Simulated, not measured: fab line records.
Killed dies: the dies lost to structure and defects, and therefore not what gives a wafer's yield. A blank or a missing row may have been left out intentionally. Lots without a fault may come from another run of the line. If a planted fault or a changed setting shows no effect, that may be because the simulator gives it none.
A lot that was struck, set against a sound lot | flow nand_harc | 40 steps out of a route of 1302
Sound: the wafers L938.1, L938.2, L938.4. Struck: wafer L936.6 (left out: L936.1, L936.5 of the same lot, which were not struck); the cause appears at the end.
Per side, at each step with rows, come the tool, then ch with its chambers, and then its first start. Under that, the readings that differ: sound wafers | struck wafers | difference of the means | sigmas: that difference in standard deviations of wafers without a fault.
alike: readings with means less than 2 such deviations apart, plus words and numbers identical on both sides. not compared: withheld readings, readings lacking a value on some wafer, bounds such as >300 that could conceal the same value, and numbers that have no deviation in the record and whose values overlap.
A row with sigmas, a row that says differs or no value, or rows on one side alone: a step with any of these is where the two part. Non-overlapping numbers with no deviation appear without sigmas and do not part them. Lack of a reading on every wafer of one side parts them only where that side has two or more wafers.

first, 4 steps without rows for these wafers: NHARC_A_CONTACT_ETCH_137 (etches the open film in C4F8/O2/Ar, time 311 s, target depth 1912 nm); NHARC_A_CONTACT_ETCH_138 (etches the open film in C4F8/O2/Ar, time 311 s, target depth 1914 nm); NHARC_A_CONTACT_ETCH_139 (etches the open film in C4F8/O2/Ar, time 195 s, target depth 840 nm); NHARC_A_CONTACT_ETCH_92 (etches the open film in CH3F/O2, target depth 40 nm, time 85.7 s).
NHARC_A_CONTACT_ETCH_98: etches the open film in C4F6/O2, target depth 20 nm, time 10 s.
  sound on rie_diel-02 ch 0,2,3; struck on rie_diel-09 ch 1
  alike: chamber_pressure_mTorr, drypump_motor_current_A, oes_product_au, rf_vpp_V, showerhead_plenum_p_Torr, throttle_valve_pct
  not compared: rf_hours_counter_h
NHARC_A_CONTACT_CD_MEAS_15:
  sound: cd_sem-01 at day 25 14:29; struck: cd_sem-02 at day 27 19:43
  alike: cd_nm
then, 4 steps without rows for these wafers: NHARC_A_CONTACT_STRIP_107 (strips in N2/H2); NHARC_A_CONTACT_STRIP_108 (strips in CF4/CHF3); NHARC_A_CONTACT_STRIP_109 (strips in O2/COS); NHARC_A_CONTACT_ETCH_110 (etches the open film in CF4/O2, target depth 60 nm, overetch 6 nm, time 33 s).
NHARC_A_CONTACT_STRIP_26: strips in O2.
  sound on rie_diel-09 ch 1,2,3; struck on rie_diel-13 ch 3
  alike: chamber_pressure_mTorr, drypump_motor_current_A, oes_product_au, rf_vpp_V, showerhead_plenum_p_Torr, throttle_valve_pct
  not compared: rf_hours_counter_h
then, 1 step without rows for these wafers: NHARC_A_CONTACT_STRIP_27 (strips in post etch residue remover, time 600 s).
NHARC_A_CONTACT_ALD_18: deposits TiN, target thk 3 nm, pulse time 1 s, ald cycles 150.
  sound on ald_metal-01 ch 1,2,3, day 25 15:26; struck on ald_metal-01 ch 2, day 27 20:43
  alike: heater_power_w, precursor_pulse_height_rel
  not compared: since_wet_clean_h
then, 13 steps without rows for these wafers: NHARC_A_CONTACT_CVD_19 (deposits W, target thk 300 nm, time 802 s); NHARC_A_CONTACT_CMP_20 (polishes, t overpolish 30 s, target thk 300 nm); NHARC_A_CONTACT_SRD_22; NHARC_A_BLC_DEHYDRATE_00 (time 120 s); NHARC_A_BLC_HMDS_01 (time 30 s); NHARC_A_BLC_COAT_02 (time 75 s); NHARC_A_BLC_COAT_03 (time 65 s); NHARC_A_BLC_COAT_04 (resist thk 90 nm); NHARC_A_BLC_SOFTBAKE_05 (time 55 s); NHARC_A_BLC_EBR_06; NHARC_A_BLC_EXPOSE_07 (exposes mask A BLC, target cd 100 nm); NHARC_A_BLC_PEB_08 (peb time 65 s); NHARC_A_BLC_DEVELOP_09 (develop time 35 s).
NHARC_A_BLC_CD_MEAS_10: target cd 100 nm.
  sound on cd_sem-01 ch 0, day 25 17:27; struck on cd_sem-01 ch 0, day 27 22:32
  alike: cd_nm
NHARC_A_BLC_OVL_MEAS_11:
  sound: overlay-02 at day 25 17:32; struck: overlay-01 at day 27 22:38
  alike: overlay_x_nm, overlay_y_nm
then, 4 steps without rows for these wafers: NHARC_A_BLC_DESCUM_15 (chemistry O2, time 3 s); NHARC_A_BLC_ETCH_16 (etches the open film in CF4, target depth 39 nm, time 65 s); NHARC_A_BLC_ETCH_17 (etches the open film in N2/H2, target depth 390 nm, time 609.38 s); NHARC_A_BLC_ETCH_18 (etches the open film in C4F8/O2/Ar, target depth 910 nm).
NHARC_A_BLC_CD_MEAS_19:
  sound: cd_sem-03 at day 25 18:36; struck: cd_sem-01 at day 27 23:41
  alike: cd_nm
NHARC_A_BLC_STRIP_29: strips in CF4.
  sound on rie_diel-03 ch 0,1,3, day 25 18:40; struck on rie_diel-07 ch 0, day 27 23:46
  alike: chamber_pressure_mTorr, drypump_motor_current_A, oes_product_au, rf_vpp_V, showerhead_plenum_p_Torr, throttle_valve_pct
  not compared: rf_hours_counter_h
NHARC_A_BLC_STRIP_21: strips in O2.
  sound on rie_diel-03 ch 0,1,2, day 25 18:47; struck on rie_diel-07 ch 0, day 27 23:52
  alike: chamber_pressure_mTorr, drypump_motor_current_A, oes_product_au, rf_vpp_V, showerhead_plenum_p_Torr, throttle_valve_pct
  not compared: rf_hours_counter_h
then, 3 steps without rows for these wafers: NHARC_A_BLC_STRIP_22 (strips in post etch residue remover, time 600 s); NHARC_A_BLC_DEGAS_30 (time 60 s); NHARC_A_BLC_PRE_CLEAN_31 (time 15 s).
NHARC_A_BLC_PVD_32: deposits Ti, target thk 5 nm, time 17.7 s.
  sound on pvd_sputter-01; struck on pvd_sputter-01
  alike: substrate_temp_c, throttle_valve_pct
-- the record jumps here: 2 days lie between the struck wafers' starts before and after (it left off in module A_BLC and takes up again in module END, whose first step shown is number 1302 of the route) --
NHARC_END_SORT_01:
  the record has rows for the struck wafers here (prober-02 ch 0, day 30 00:46) and none for the sound ones

== WHERE THEY PART ==
Within this record, at NHARC_END_SORT_01 only.

WHY: what the simulator had put in
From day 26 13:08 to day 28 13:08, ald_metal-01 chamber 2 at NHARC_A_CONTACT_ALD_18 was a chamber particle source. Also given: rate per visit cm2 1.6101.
